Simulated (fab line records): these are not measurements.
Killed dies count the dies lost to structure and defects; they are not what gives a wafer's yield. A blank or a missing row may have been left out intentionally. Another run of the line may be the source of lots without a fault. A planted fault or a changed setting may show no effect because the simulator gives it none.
A lot that was struck, set against a sound lot    flow nand harc    15 steps out of a route of 1302
Sound: wafers L397.2, L397.3, L397.4. Wafers L407.2, L407.4, L407.5 were the ones struck. Last of all comes the cause.
Per side, at each step with rows, come the tool, then ch with its chambers, and then its first start. Under that, the readings that differ: sound wafers    struck wafers    difference of the means    sigmas: that difference in standard deviations of wafers without a fault.
alike: readings with means less than 2 such deviations apart, plus words and numbers identical on both sides. not compared: withheld readings, readings lacking a value on some wafer, bounds such as >300 that could conceal the same value, and numbers that have no deviation in the record and whose values overlap.
A row with sigmas, a row that says differs or no value, or rows on one side alone: a step with any of these is where the two part. Non-overlapping numbers with no deviation appear without sigmas and do not part them. A reading missing from all wafers of one side parts the sides only when that side holds two or more wafers.

NHARC_A_ZERO_WELL_DESCUM_12: chemistry O2, time 3 s.
  sound on rie diel-06 ch 0,1,3, day 7 04:37; struck on rie diel-06 ch 0,1, day 11 08:22
  alike: drypump motor current A, mfc ar sccm, oes product au, rf vpp V, showerhead plenum p Torr, throttle valve pct
  not compared: rf hours counter h
NHARC_A_ZERO_WELL_ETCH_19: etches the open film in N2/H2, target depth 80 nm, overetch 24 nm, time 87.88 s.
  sound on rie diel-06 ch 1,3, day 7 04:43; struck on rie diel-06 ch 0,1,2, day 11 08:28
  alike: bias w, drypump motor current A, mfc ar sccm, oes product au, rf vpp V, showerhead plenum p Torr, throttle valve pct
  not compared: rf hours counter h
NHARC_A_ZERO_WELL_ETCH_13: etches the open film in HBr/Cl2, target depth 120 nm, time 40.1 s.
  sound on rie si-02 ch 0,1,2, day 7 04:50; struck on rie si-05 ch 1,2,3, day 11 08:34
  alike: bias w, drypump motor current A, oes product au, throttle valve pct
  not compared: rf hours counter h
then, 4 steps without rows for these wafers: NHARC_A_ZERO_WELL_STRIP_14 (strips in SPM, time 900 s); NHARC_A_ZERO_WELL_IMPLANT_15; NHARC_A_ZERO_WELL_PRECLEAN_22 (cleans in SC1, time 60 s); NHARC_A_ZERO_WELL_SRD_23.
NHARC_A_ZERO_WELL_RTA_16: time 10 s.
  sound on rtp anneal-01 ch 0, day 7 05:46; struck on rtp anneal-01 ch 0, day 11 09:33
  alike: lamp_zone_7_pct, wafer_temp_C_max
NHARC_A_ZERO_WELL_INSPECT_17:
  sound on defect inspect-02 at day 7 05:56; struck on defect inspect-01 at day 11 09:43
  alike: raw defect count
then, 2 steps without rows for these wafers: NHARC_A_SOURCE_PLATE_PRECLEAN_00 (cleans in HF-LAST, time 60 s); NHARC_A_SOURCE_PLATE_SRD_01.
NHARC_A_SOURCE_PLATE_OXIDE_02: material SiO2, target thk 10 nm, ox time 1362 s.
  sound on furnace-06 ch 0, day 7 09:11; struck on furnace-01 ch 0, day 11 17:30
  alike: ox temp c, ox time s, zone power bottom pct
NHARC_A_SOURCE_PLATE_THK_MEAS_09: measures by ellipsometry.
  sound on film metro-02 at day 7 13:16; struck on film metro-02 at day 11 21:53
reading      sound         struck          difference  sigmas
thk nm (nm)  11.1 8.3 9.2  15.1 17.0 16.0  +6.5        +6
then, 1 step without rows for these wafers: NHARC_A_SOURCE_PLATE_PVD_04 (deposits WSi2, target thk 50 nm).
-- record jumps: 17 days between struck wafers' starts before vs after; left off in module A_SOURCE_PLATE, resumes in module END, first step shown is number 1302 of the route --
NHARC_END_SORT_01:
  sound on prober-01 ch 0, day 24 10:50; struck on prober-02 ch 0, day 29 03:43
  alike: killed at array, killed at other, killed at periphery, killed dies, killed open, killed short

== WHERE THEY PART ==
Only at NHARC_A_SOURCE_PLATE_THK_MEAS_09, within this record. Later steps at which nothing parts them and some readings are alike: NHARC_END_SORT_01.

WHY: the cause the simulator had injected
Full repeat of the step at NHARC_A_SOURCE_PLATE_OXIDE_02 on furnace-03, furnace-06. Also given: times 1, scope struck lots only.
